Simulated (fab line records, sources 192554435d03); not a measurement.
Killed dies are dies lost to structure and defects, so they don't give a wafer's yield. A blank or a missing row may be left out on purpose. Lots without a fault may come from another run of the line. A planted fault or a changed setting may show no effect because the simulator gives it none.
fab line records | flow n5_finfet
record lots=24 wafers=72 last_day=18
route steps=1938 shown MOL_CONTACT_COAG@528 BEOL_M0_SAQP@640
lots that met no fault: from a run of the same line without faults
start_h: hours from the record's first day to the start of the lot's first wafer shown | wait_h: hours since the lot's step before | " the same as in the row above | L1.1+2: a row that stands for several wafers | - no value, or no start given | * or withheld: withheld | < > ~ a bound
route shown NAME@n: a module of which the file shows steps, and the number in the route of the first | usual: mean/standard deviation of fault-free wafers | same: alike in all rows | chamber/n: place in a boat | sites: the reading at each site | _std_site: their standard deviation | _edge_site: outer sites' mean less inner sites' | radius_mm: how far each site lies from the wafer's centre | mask NAME#n: copy n | behind: the tool/chamber that last shaped the wafer | hold: why the lot was held/for how many hours/how that ended | device: the transistor (n, p or np) that didn't switch | end of line: the same wafers' tests at the end of the route | a step without rows: its recipe alone | killed: dies lost to structure and defects at the first sort, not the wafer's yield | map: a wafer's dies, x killed, . not, _ none there
set.NAME: the setting as run; set.NAME@STEP: as run at that earlier step | model.NAME: the simulator's own value behind a step, which no gauge read
steps of the route over a sample of lots; a table a step, a row a wafer
services: from which hour (start_h, from the record's first day; less than 0 if before it) a tool's chamber was out of use, for how many hours, and why
## steps
# step N5_MOL_CONTACT_COAG_INSPECT_10
# recipe mode=adi inspect_instrument=brightfield
# usual raw_defect_count=65/24
# columns lot.wafer tool chamber start_h wait_h raw_defect_count
L074.3 defect_inspect-01 - 86.78 0.0 44
L074.4 " - " " 52
L074.5 " - " " 26
L075.2 defect_inspect-02 - 97.99 0.0 52
L075.5 " - " " 67
L075.6 " - " " 44
L076.1 defect_inspect-02 - 111.62 0.1 47
L076.4 " - " " 77
L076.6 " - " " 74
L077.3 defect_inspect-02 - 118.73 0.0 70
L077.5 " - " " 86
L077.6 " - " " 46
L078.1 defect_inspect-02 - 119.90 0.1 45
L078.2 " - " " 31
L078.5 " - " " 26
L079.3 defect_inspect-02 - 123.06 0.0 35
L079.4 " - " " 50
L079.6 " - " " 58
L080.3 defect_inspect-02 - 128.93 0.0 69
L080.4 " - " " 92
L080.5 " - " " 38
L081.1 defect_inspect-02 - 132.64 0.1 111
L081.5 " - " " 107
L081.6 " - " " 72
L082.2 defect_inspect-01 - 138.38 0.1 77
L082.3 " - " " 65
L082.6 " - " " 107
L083.2 defect_inspect-02 - 146.27 0.2 72
L083.5 " - " " 66
L083.6 " - " " 54
L084.1 defect_inspect-02 - 151.12 0.1 56
L084.3 " - " " 49
L084.4 " - " " 57
L085.1 defect_inspect-02 - 156.36 0.1 72
L085.4 " - " " 38
L085.6 " - " " 38
L086.1 defect_inspect-02 - 170.01 0.1 62
L086.3 " - " " 79
L086.5 " - " " 63
L087.1 defect_inspect-01 - 171.46 0.1 100
L087.4 " - " " 96
L087.5 " - " " 130
L088.1 defect_inspect-01 - 179.69 0.1 64
L088.3 " - " " 65
L088.4 " - " " 51
L089.1 defect_inspect-02 - 182.04 0.1 43
L089.4 " - " " 61
L089.5 " - " " 53
L090.1 defect_inspect-02 - 190.93 0.1 68
L090.2 " - " " 60
L090.5 " - " " 45
L091.2 defect_inspect-01 - 196.00 0.0 56
L091.3 " - " " 71
L091.6 " - " " 38
L092.2 defect_inspect-01 - 198.02 0.0 85
L092.3 " - " " 77
L092.4 " - " " 100
L093.1 defect_inspect-01 - 206.70 0.1 84
L093.3 " - " " 69
L093.6 " - " " 54
L094.2 defect_inspect-02 - 208.20 0.0 73
L094.3 " - " " 87
L094.5 " - " " 114
L095.1 defect_inspect-01 - 214.85 0.1 44
L095.3 " - " " 60
L095.4 " - " " 49
L097.1 defect_inspect-02 - 223.74 0.1 110
L097.3 " - " " 83
L097.5 " - " " 75
L096.1 defect_inspect-01 - 225.93 0.1 99
L096.3 " - " " 80
L096.5 " - " " 68
# step N5_MOL_CONTACT_COAG_OVL_MEAS_85
# recipe points_per_wafer=522
# usual VG_OVL=0.2/0.85
# columns lot.wafer tool chamber start_h wait_h VG_OVL[nm]
L074.3 overlay-01 0 97.90 0.0 0.5
L074.4 " 0 " " 1.4
L074.5 " 0 " " 0.4
L075.2 overlay-02 0 107.52 0.0 0.9
L075.5 " 0 " " 1.0
L075.6 " 0 " " 0.5
L076.1 overlay-01 0 122.44 0.0 1.2
L076.4 " 0 " " 0.8
L076.6 " 0 " " 0.7
L077.3 overlay-02 0 133.26 0.0 0.3
L077.5 " 0 " " 0.7
L077.6 " 0 " " 1.2
L078.1 overlay-01 0 134.64 0.0 1.4
L078.2 " 0 " " 0.3
L078.5 " 0 " " 1.3
L079.3 overlay-02 0 136.21 0.0 0.9
L079.4 " 0 " " 0.7
L079.6 " 0 " " 1.3
L080.3 overlay-01 0 138.57 0.0 1.4
L080.4 " 0 " " 0.5
L080.5 " 0 " " 0.3
L081.1 overlay-01 0 142.39 0.0 0.2
L081.5 " 0 " " 1.0
L081.6 " 0 " " -0.1
L082.2 overlay-01 0 149.49 0.0 -0.4
L082.3 " 0 " " 0.1
L082.6 " 0 " " 0.9
L083.2 overlay-02 0 154.92 0.0 0.8
L083.5 " 0 " " 1.4
L083.6 " 0 " " 0.7
L084.1 overlay-02 0 160.64 0.0 0.1
L084.3 " 0 " " -0.2
L084.4 " 0 " " -1.2
L085.1 overlay-02 0 165.75 0.0 1.9
L085.4 " 0 " " 0.1
L085.6 " 0 " " 1.3
L086.1 overlay-01 0 184.10 0.0 -0.6
L086.3 " 0 " " -1.0
L086.5 " 0 " " -1.1
L087.1 overlay-01 0 184.41 0.0 -0.5
L087.4 " 0 " " -0.2
L087.5 " 0 " " 0.5
L088.1 overlay-02 0 191.04 0.1 0.5
L088.3 " 0 " " -0.5
L088.4 " 0 " " -1.0
L089.1 overlay-02 0 193.10 0.0 -1.6
L089.4 " 0 " " -1.7
L089.5 " 0 " " -0.6
L090.1 overlay-02 0 202.45 0.0 0.2
L090.2 " 0 " " -0.4
L090.5 " 0 " " -0.5
L091.2 overlay-01 0 205.75 0.0 0.2
L091.3 " 0 " " 0.2
L091.6 " 0 " " 0.8
L092.2 overlay-02 0 208.35 0.0 0.1
L092.3 " 0 " " 1.4
L092.4 " 0 " " 0.3
L093.1 overlay-01 0 217.24 0.0 -0.6
L093.3 " 0 " " -0.7
L093.6 " 0 " " -0.4
L094.2 overlay-02 0 218.21 0.0 0.3
L094.3 " 0 " " 1.1
L094.5 " 0 " " 0.4
L095.1 overlay-02 0 225.37 0.0 -0.1
L095.3 " 0 " " -0.4
L095.4 " 0 " " 1.2
L097.1 overlay-01 0 236.74 0.0 -1.2
L097.3 " 0 " " -1.8
L097.5 " 0 " " -1.1
L096.1 overlay-02 0 239.05 0.0 -1.2
L096.3 " 0 " " -0.6
L096.5 " 0 " " -0.4
# step N5_MOL_CONTACT_COAG_ETCHBACK_132
# recipe chemistry=CHF3 target=SiO2 target_depth_a=100 time_s=6.7 ion_energy_ev=200 pressure_mtorr=30 source_w=610 bias_w=170 Ar_flow_sccm=200 CHF3_flow_sccm=50
# usual drypump_motor_current_A=5.7/0.47 oes_product_au=0.77/0.081 rf_vpp_V=528/11 showerhead_plenum_p_Torr=2.38/0.08 throttle_valve_pct=18.69/0.23
# same time_s=6.7
# columns lot.wafer tool chamber start_h wait_h drypump_motor_current_A oes_product_au rf_hours_counter_h rf_vpp_V showerhead_plenum_p_Torr throttle_valve_pct
L074.3 rie_diel-03 3 98.98 0.1 5.7 0.71 229 495 2.26 18.96
L074.4 " 1 " " 5.3 0.89 38 524 2.41 18.32
L074.5 " 3 " " 5.7 0.71 - 497 2.26 18.97
L075.2 rie_diel-04 3 108.08 0.1 6.4 0.95 8 541 2.45 18.78
L075.5 " 0 " " 6.7 0.69 - 537 2.25 19.02
L075.6 " 3 " " 6.4 0.96 - 540 2.45 18.78
L076.1 rie_diel-04 3 123.06 0.3 6.5 0.94 15 542 2.45 18.78
L076.4 " 0 " " 6.7 0.69 235 537 2.25 19.03
L076.6 " 2 " " 5.6 0.72 - 528 2.26 18.84
L077.3 rie_diel-02 2 133.79 0.1 5.2 0.72 215 523 2.46 19.06
L077.5 " 1 " " 6.2 0.73 - 541 2.47 18.70
L077.6 " 2 " " 5.2 0.71 - 524 2.46 19.06
L078.1 rie_diel-02 0 135.34 0.1 5.3 0.72 190 528 2.25 18.50
L078.2 " 2 " " 5.2 0.71 215 523 2.46 19.06
L078.5 " 0 " " 5.3 0.73 - 529 2.25 18.49
L079.3 rie_diel-04 3 137.27 0.1 6.4 0.91 19 539 2.45 18.79
L079.4 " 0 " " 6.7 0.68 239 537 2.25 19.05
L079.6 " 0 " " 6.7 0.67 - 537 2.25 19.05
L080.3 rie_diel-03 2 139.63 0.1 5.5 0.82 84 537 2.40 18.45
L080.4 " 3 " " 5.7 0.70 243 497 2.26 19.00
L080.5 " 1 " " 5.3 0.86 - 523 2.40 18.35
L081.1 rie_diel-02 2 142.79 0.1 5.3 0.71 219 523 2.46 19.04
L081.5 " 2 " " 5.3 0.71 - 525 2.46 19.07
L081.6 " 3 " " 5.6 0.75 - 529 2.40 18.77
L082.2 rie_diel-04 0 150.14 0.1 6.7 0.67 245 535 2.25 19.05
L082.3 " 1 " " 6.3 0.68 241 509 2.34 18.68
L082.6 " 0 " " 6.7 0.67 - 536 2.25 19.05
L083.2 rie_diel-03 1 155.32 0.1 5.3 0.85 62 523 2.40 18.35
L083.5 " 1 " " 5.3 0.84 - 524 2.40 18.36
L083.6 " 0 " " 5.6 0.75 - 530 2.36 18.56
L084.1 rie_diel-03 2 161.90 0.1 5.4 0.81 92 537 2.39 18.48
L084.3 " 1 " " 5.3 0.84 - 525 2.40 18.37
L084.4 " 2 " " 5.4 0.80 - 535 2.39 18.46
L085.1 rie_diel-02 3 166.35 0.2 5.6 0.75 168 529 2.39 18.79
L085.4 " 2 " " 5.2 0.70 225 524 2.45 19.09
L085.6 " 3 " " 5.6 0.74 - 529 2.39 18.81
L086.1 rie_diel-02 2 184.61 0.1 5.3 0.70 230 524 2.45 19.08
L086.3 " 1 " " 6.2 0.71 215 543 2.46 18.74
L086.5 " 2 " " 5.2 0.70 - 524 2.45 19.07
L087.1 rie_diel-02 0 184.94 0.2 5.3 0.72 204 527 2.25 18.50
L087.4 " 1 " " 6.2 0.72 216 544 2.46 18.75
L087.5 " 1 " " 6.2 0.72 - 543 2.46 18.74
L088.1 rie_diel-03 0 192.36 0.2 5.7 0.73 197 530 2.35 18.57
L088.3 " 1 " " 5.3 0.83 79 523 2.39 18.39
L088.4 " 0 " " 5.6 0.73 - 529 2.35 18.56
L089.1 rie_diel-03 2 194.32 0.2 5.4 0.79 107 536 2.39 18.49
L089.4 " 0 " " 5.6 0.73 - 529 2.35 18.58
L089.5 " 2 " " 5.4 0.79 - 536 2.39 18.49
L090.1 rie_diel-02 3 202.88 0.1 5.6 0.74 181 529 2.39 18.81
L090.2 " 0 " " 5.3 0.71 211 528 2.25 18.51
L090.5 " 2 " " 5.3 0.70 - 521 2.45 19.09
L091.2 rie_diel-02 1 206.85 0.1 6.2 0.70 223 543 2.46 18.73
L091.3 " 0 " " 5.3 0.71 212 528 2.25 18.52
L091.6 " 2 " " 5.2 0.69 - 522 2.45 19.08
L092.2 rie_diel-03 2 209.14 0.2 5.4 0.79 111 535 2.39 18.50
L092.3 " 0 " " 5.6 0.73 203 529 2.35 18.58
L092.4 " 1 " " 5.3 0.82 85 524 2.39 18.41
L093.1 rie_diel-03 1 217.87 0.1 5.3 0.81 88 524 2.39 18.40
L093.3 " 3 " " 5.7 0.95 11 506 2.54 18.61
L093.6 " 2 " " 5.4 0.78 - 535 2.38 18.50
L094.2 rie_diel-04 0 218.62 0.1 6.7 0.92 13 545 2.53 18.66
L094.3 " 1 " " 6.3 0.98 5 509 2.34 18.35
L094.5 " 2 " " 5.6 0.69 - 527 2.24 18.89
L095.1 rie_diel-03 0 225.96 0.1 5.6 0.73 208 530 2.35 18.58
L095.3 " 2 " " 5.4 0.78 117 537 2.38 18.51
L095.4 " 3 " " 5.7 0.94 13 504 2.54 18.63
L097.1 rie_diel-02 2 237.32 0.3 5.2 0.69 248 523 2.44 19.12
L097.3 " 3 " " 5.6 0.72 192 530 2.38 18.84
L097.5 " 1 " " 6.2 0.70 - 543 2.46 18.76
L096.1 rie_diel-04 3 239.63 0.1 6.4 0.85 60 540 2.43 18.85
L096.3 " 1 " " 6.3 0.96 13 509 2.33 18.38
L096.5 " 3 " " 6.4 0.86 - 540 2.43 18.85
# step N5_MOL_CONTACT_COAG_ETCHBACK_135
# recipe chemistry=CHF3 target=SiO2 target_depth_a=250 time_s=16.7 ion_energy_ev=200 pressure_mtorr=30 source_w=610 bias_w=170 Ar_flow_sccm=200 CHF3_flow_sccm=50
# usual drypump_motor_current_A=5.7/0.47 oes_product_au=0.77/0.08 rf_vpp_V=528/11 showerhead_plenum_p_Torr=2.38/0.08 throttle_valve_pct=18.69/0.23
# same time_s=16.7
# columns lot.wafer tool chamber start_h wait_h drypump_motor_current_A oes_product_au rf_hours_counter_h rf_vpp_V showerhead_plenum_p_Torr throttle_valve_pct
L074.3 rie_diel-03 3 99.11 0.0 5.7 0.71 229 497 2.26 18.98
L074.4 " 1 " " 5.3 0.88 38 526 2.41 18.33
L074.5 " 3 " " 5.7 0.71 - 496 2.26 18.97
L075.2 rie_diel-04 3 108.21 0.0 6.4 0.96 8 541 2.45 18.77
L075.5 " 0 " " 6.7 0.70 - 536 2.25 19.03
L075.6 " 3 " " 6.4 0.95 - 540 2.45 18.75
L076.1 rie_diel-04 3 123.18 0.0 6.4 0.93 15 540 2.45 18.78
L076.4 " 0 " " 6.7 0.68 235 537 2.25 19.03
L076.6 " 2 " " 5.6 0.71 - 528 2.26 18.82
L077.3 rie_diel-02 2 133.91 0.0 5.2 0.71 215 524 2.46 19.05
L077.5 " 1 " " 6.3 0.73 - 543 2.47 18.71
L077.6 " 2 " " 5.2 0.71 - 523 2.46 19.05
L078.1 rie_diel-02 0 135.46 0.0 5.3 0.72 190 527 2.25 18.48
L078.2 " 2 " " 5.2 0.71 215 524 2.46 19.05
L078.5 " 0 " " 5.3 0.72 - 527 2.25 18.50
L079.3 rie_diel-04 3 137.39 0.0 6.4 0.92 19 540 2.45 18.78
L079.4 " 0 " " 6.7 0.68 239 536 2.25 19.03
L079.6 " 0 " " 6.7 0.68 - 536 2.25 19.04
L080.3 rie_diel-03 2 139.76 0.0 5.4 0.81 84 536 2.40 18.47
L080.4 " 3 " " 5.7 0.70 244 497 2.26 19.01
L080.5 " 1 " " 5.3 0.86 - 525 2.40 18.35
L081.1 rie_diel-02 2 142.92 0.0 5.2 0.71 219 522 2.46 19.06
L081.5 " 2 " " 5.2 0.71 - 522 2.46 19.06
L081.6 " 3 " " 5.6 0.76 - 530 2.40 18.80
L082.2 rie_diel-04 0 150.27 0.0 6.7 0.68 245 535 2.25 19.04
L082.3 " 1 " " 6.3 0.68 241 508 2.34 18.68
L082.6 " 0 " " 6.7 0.67 - 536 2.25 19.03
L083.2 rie_diel-03 1 155.45 0.0 5.3 0.84 62 527 2.40 18.37
L083.5 " 1 " " 5.3 0.84 - 524 2.40 18.36
L083.6 " 0 " " 5.6 0.74 - 531 2.36 18.55
L084.1 rie_diel-03 2 162.09 0.0 5.5 0.80 92 537 2.39 18.46
L084.3 " 1 " " 5.3 0.85 - 525 2.39 18.38
L084.4 " 2 " " 5.4 0.81 - 536 2.39 18.46
L085.1 rie_diel-02 3 166.47 0.0 5.6 0.75 168 529 2.39 18.79
L085.4 " 2 " " 5.2 0.70 225 525 2.45 19.07
L085.6 " 3 " " 5.6 0.74 - 529 2.39 18.79
L086.1 rie_diel-02 2 184.74 0.0 5.2 0.71 230 523 2.45 19.09
L086.3 " 1 " " 6.2 0.72 215 542 2.46 18.73
L086.5 " 2 " " 5.2 0.70 - 524 2.45 19.09
L087.1 rie_diel-02 0 185.06 0.0 5.3 0.71 204 529 2.25 18.51
L087.4 " 1 " " 6.2 0.72 216 544 2.46 18.73
L087.5 " 1 " " 6.2 0.72 - 543 2.46 18.73
L088.1 rie_diel-03 0 192.49 0.0 5.6 0.72 198 529 2.35 18.55
L088.3 " 1 " " 5.3 0.82 79 525 2.39 18.40
L088.4 " 0 " " 5.6 0.72 - 528 2.35 18.56
L089.1 rie_diel-03 2 194.44 0.0 5.4 0.79 107 535 2.39 18.49
L089.4 " 0 " " 5.6 0.74 - 529 2.35 18.58
L089.5 " 2 " " 5.4 0.79 - 535 2.39 18.48
L090.1 rie_diel-02 3 203.00 0.0 5.6 0.73 181 529 2.39 18.82
L090.2 " 0 " " 5.3 0.71 211 527 2.25 18.50
L090.5 " 2 " " 5.2 0.70 - 523 2.45 19.08
L091.2 rie_diel-02 1 206.97 0.0 6.2 0.70 223 543 2.46 18.75
L091.3 " 0 " " 5.3 0.71 212 528 2.25 18.53
L091.6 " 2 " " 5.2 0.69 - 524 2.45 19.09
L092.2 rie_diel-03 2 209.27 0.0 5.4 0.79 111 534 2.39 18.52
L092.3 " 0 " " 5.6 0.72 203 529 2.35 18.59
L092.4 " 1 " " 5.3 0.83 85 525 2.39 18.40
L093.1 rie_diel-03 1 217.99 0.0 5.3 0.82 88 522 2.39 18.40
L093.3 " 3 " " 5.7 0.94 11 505 2.54 18.60
L093.6 " 2 " " 5.4 0.78 - 536 2.38 18.49
L094.2 rie_diel-04 0 218.74 0.0 6.7 0.91 13 545 2.53 18.68
L094.3 " 1 " " 6.3 0.98 5 510 2.33 18.33
L094.5 " 2 " " 5.6 0.69 - 526 2.24 18.90
L095.1 rie_diel-03 0 226.08 0.0 5.6 0.72 208 530 2.35 18.58
L095.3 " 2 " " 5.4 0.78 117 534 2.38 18.51
L095.4 " 3 " " 5.7 0.93 13 505 2.54 18.62
L097.1 rie_diel-02 2 237.45 0.0 5.2 0.69 248 521 2.44 19.12
L097.3 " 3 " " 5.6 0.74 192 528 2.38 18.84
L097.5 " 1 " " 6.2 0.70 - 542 2.46 18.76
L096.1 rie_diel-04 3 239.75 0.0 6.4 0.85 60 541 2.43 18.87
L096.3 " 1 " " 6.3 0.96 13 508 2.33 18.35
L096.5 " 3 " " 6.4 0.85 - 540 2.43 18.85
# step N5_MOL_CONTACT_COAG_CD_MEAS_40
# recipe target_cd_nm=25.1 landing_energy_ev=500 detector=se_inlens polarity=opening
# usual cd_nm=25.07/0.24
# columns lot.wafer tool chamber start_h wait_h cd_nm
L074.3 cd_sem-02 0 99.80 - 25.30
L074.4 " 0 " " 25.23
L074.5 " 0 " " 25.36
L075.2 cd_sem-02 0 109.08 - 24.99
L075.5 " 0 " " 25.34
L075.6 " 0 " " 25.28
L076.1 cd_sem-02 0 123.99 - 24.50
L076.4 " 0 " " 25.19
L076.6 " 0 " " 24.89
L077.3 cd_sem-03 0 134.73 - 24.92
L077.5 " 0 " " 25.14
L077.6 " 0 " " 25.24
L078.1 cd_sem-01 0 136.15 - 25.07
L078.2 " 0 " " 25.15
L078.5 " 0 " " 24.74
L079.3 cd_sem-01 0 138.20 - 24.76
L079.4 " 0 " " 24.90
L079.6 " 0 " " 24.96
L080.3 cd_sem-01 0 140.57 - 25.21
L080.4 " 0 " " 24.78
L080.5 " 0 " " 24.78
L081.1 cd_sem-02 0 143.74 - 25.28
L081.5 " 0 " " 25.21
L081.6 " 0 " " 25.42
L082.2 cd_sem-03 0 151.09 - 25.01
L082.3 " 0 " " 24.86
L082.6 " 0 " " 24.74
L083.2 cd_sem-03 0 156.26 - 25.00
L083.5 " 0 " " 24.97
L083.6 " 0 " " 25.41
L084.1 cd_sem-01 0 163.00 - 24.82
L084.3 " 0 " " 25.60
L084.4 " 0 " " 25.13
L085.1 cd_sem-02 0 167.16 - 24.88
L085.4 " 0 " " 25.33
L085.6 " 0 " " 25.02
L086.1 cd_sem-03 0 185.43 - 25.16
L086.3 " 0 " " 25.65
L086.5 " 0 " " 25.13
L087.1 cd_sem-03 0 185.75 - 25.04
L087.4 " 0 " " 24.87
L087.5 " 0 " " 25.01
L088.1 cd_sem-01 0 193.30 - 25.26
L088.3 " 0 " " 24.93
L088.4 " 0 " " 24.93
L089.1 cd_sem-01 0 195.13 - 25.19
L089.4 " 0 " " 25.43
L089.5 " 0 " " 25.34
L090.1 cd_sem-01 0 203.69 - 25.24
L090.2 " 0 " " 24.64
L090.5 " 0 " " 25.13
L091.2 cd_sem-03 0 207.66 - 25.08
L091.3 " 0 " " 24.81
L091.6 " 0 " " 25.17
L092.2 cd_sem-03 0 209.96 - 24.56
L092.3 " 0 " " 25.14
L092.4 " 0 " " 24.70
L093.1 cd_sem-02 0 218.80 - 25.36
L093.3 " 0 " " 25.39
L093.6 " 0 " " 25.57
L094.2 cd_sem-03 0 219.43 - 25.15
L094.3 " 0 " " 25.30
L094.5 " 0 " " 25.26
L095.1 cd_sem-02 0 226.89 - 25.55
L095.3 " 0 " " 24.66
L095.4 " 0 " " 25.15
L097.1 cd_sem-03 0 238.14 - 24.83
L097.3 " 0 " " 25.33
L097.5 " 0 " " 25.18
L096.1 cd_sem-02 0 240.56 - 24.94
L096.3 " 0 " " 25.18
L096.5 " 0 " " 24.66
# step N5_BEOL_M0_SAQP_HM_DEP_111
# recipe material=SiO2 target_thk_a=120 temp_c=400 precursor=SiH4/N2O pressure_torr=0.75 rf_w=275 time_s=7.2
# usual heater_power_w=804/97 showerhead_plenum_p_Torr=8.20/0.11 susceptor_temp_C=400.00/0.21
# same time_s=7.2
# columns lot.wafer tool chamber start_h wait_h heater_power_w showerhead_plenum_p_Torr susceptor_temp_C
L074.3 pecvd-04 0 110.25 0.0 899 8.11 400.07
L074.4 " 1 " " 668 8.17 400.29
L074.5 " 2 " " 807 8.11 400.01
L075.2 pecvd-01 1 115.29 0.0 909 8.22 399.85
L075.5 " 1 " " 914 8.21 400.33
L075.6 " 0 " " 767 8.35 399.80
L076.1 pecvd-01 1 130.07 0.0 916 8.23 400.13
L076.4 " 0 " " 830 8.34 399.61
L076.6 " 2 " " 815 8.43 400.41
L077.3 pecvd-02 0 142.10 0.0 686 8.12 400.08
L077.5 " 1 " " 758 8.16 400.13
L077.6 " 2 " " 826 8.17 399.92
L078.1 pecvd-04 0 145.55 0.0 943 8.10 400.41
L078.2 " 2 " " 674 8.10 400.19
L078.5 " 1 " " 662 8.18 400.01
L079.3 pecvd-02 2 146.96 0.0 898 8.15 400.18
L079.4 " 0 " " 757 8.13 399.74
L079.6 " 1 " " 815 8.19 400.14
L080.3 pecvd-02 0 147.01 0.1 718 8.14 399.84
L080.4 " 2 " " 922 8.15 399.78
L080.5 " 1 " " 794 8.18 400.10
L081.1 pecvd-02 1 151.19 0.0 811 8.18 399.98
L081.5 " 1 " " 813 8.19 400.35
L081.6 " 2 " " 785 8.15 400.17
L082.2 pecvd-04 1 157.29 0.0 725 8.16 399.76
L082.3 " 2 " " 713 8.13 400.28
L082.6 " 1 " " 702 8.16 400.10
L083.2 pecvd-01 0 163.47 0.0 819 8.34 399.86
L083.5 " 0 " " 837 8.35 400.10
L083.6 " 2 " " 772 8.44 400.42
L084.1 pecvd-01 0 172.56 0.0 778 8.36 400.02
L084.3 " 2 " " 779 8.45 399.93
L084.4 " 1 " " 902 8.21 400.05
L085.1 pecvd-04 1 173.82 0.0 651 8.16 399.87
L085.4 " 2 " " 734 8.09 400.04
L085.6 " 2 " " 744 8.11 400.12
L086.1 pecvd-04 2 191.13 0.0 713 8.10 400.25
L086.3 " 1 " " 675 8.16 400.35
L086.5 " 1 " " 679 8.17 400.10
L087.1 pecvd-01 0 194.11 0.0 818 8.34 399.91
L087.4 " 1 " " 962 8.25 399.69
L087.5 " 0 " " 822 8.36 400.36
L088.1 pecvd-02 0 199.85 0.0 737 8.13 399.85
L088.3 " 1 " " 797 8.18 399.90
L088.4 " 2 " " 794 8.17 399.86
L089.1 pecvd-04 0 204.95 0.0 851 8.09 400.20
L089.4 " 1 " " 715 8.15 399.90
L089.5 " 1 " " 693 8.15 400.00
L090.1 pecvd-04 0 210.11 0.0 993 8.09 399.70
L090.2 " 1 " " 749 8.15 399.78
L090.5 " 1 " " 603 8.16 399.92
L091.2 pecvd-01 0 213.99 0.0 843 8.37 400.03
L091.3 " 2 " " 705 8.44 399.80
L091.6 " 1 " " 928 8.23 400.04
L092.2 pecvd-01 0 217.00 0.0 854 8.34 399.90
L092.3 " 1 " " 925 8.26 399.95
L092.4 " 0 " " 848 8.36 400.13
L093.1 pecvd-02 2 226.11 0.0 857 8.17 399.67
L093.3 " 1 " " 827 8.19 400.18
L093.6 " 2 " " 871 8.19 399.70
L094.2 pecvd-01 0 227.73 0.0 835 8.34 400.28
L094.3 " 1 " " 896 8.22 399.69
L094.5 " 0 " " 824 8.35 400.06
L095.1 pecvd-04 2 235.47 0.0 853 8.10 399.95
L095.3 " 0 " " 1012 8.09 399.70
L095.4 " 2 " " 854 8.09 400.18
L097.1 pecvd-04 1 244.56 0.0 718 8.16 400.44
L097.3 " 2 " " 729 8.08 400.00
L097.5 " 0 " " 1022 8.11 399.91
L096.1 pecvd-04 0 248.20 0.0 881 8.09 399.83
L096.3 " 1 " " 649 8.16 399.92
L096.5 " 1 " " 654 8.17 400.04
## services
# columns tool chamber start_h hours kind
rie_diel-02 0 79.64 8.6 repair
rie_diel-02 1 79.64 3.7 repair
pecvd-01 - 80.04 28.1 pm
pecvd-04 1 99.31 8.8 repair
pecvd-01 - 139.51 14.6 pm
rie_diel-02 - 145.40 4.3 pm
rie_diel-03 3 158.12 - clean
rie_diel-03 3 158.12 - consumable_replace:focus_ring
rie_diel-03 3 158.12 - consumable_replace:showerhead
rie_diel-03 3 158.12 16.4 scheduled_down
rie_diel-03 3 158.12 16.4 vent_cycle
rie_diel-02 - 163.03 3.2 repair
rie_diel-04 0 165.28 - clean
rie_diel-04 0 165.28 - consumable_replace:focus_ring
rie_diel-04 0 165.28 - consumable_replace:showerhead
rie_diel-04 0 165.28 18.7 scheduled_down
rie_diel-04 0 165.28 18.7 vent_cycle
rie_diel-04 1 184.08 - clean
rie_diel-03 3 189.80 9.6 repair
rie_diel-03 - 219.02 2.8 pm
rie_diel-02 2 241.92 - clean
rie_diel-02 2 241.92 - consumable_replace:focus_ring
rie_diel-02 2 241.92 31.1 scheduled_down
rie_diel-02 2 241.92 31.1 vent_cycle
## key
fault none
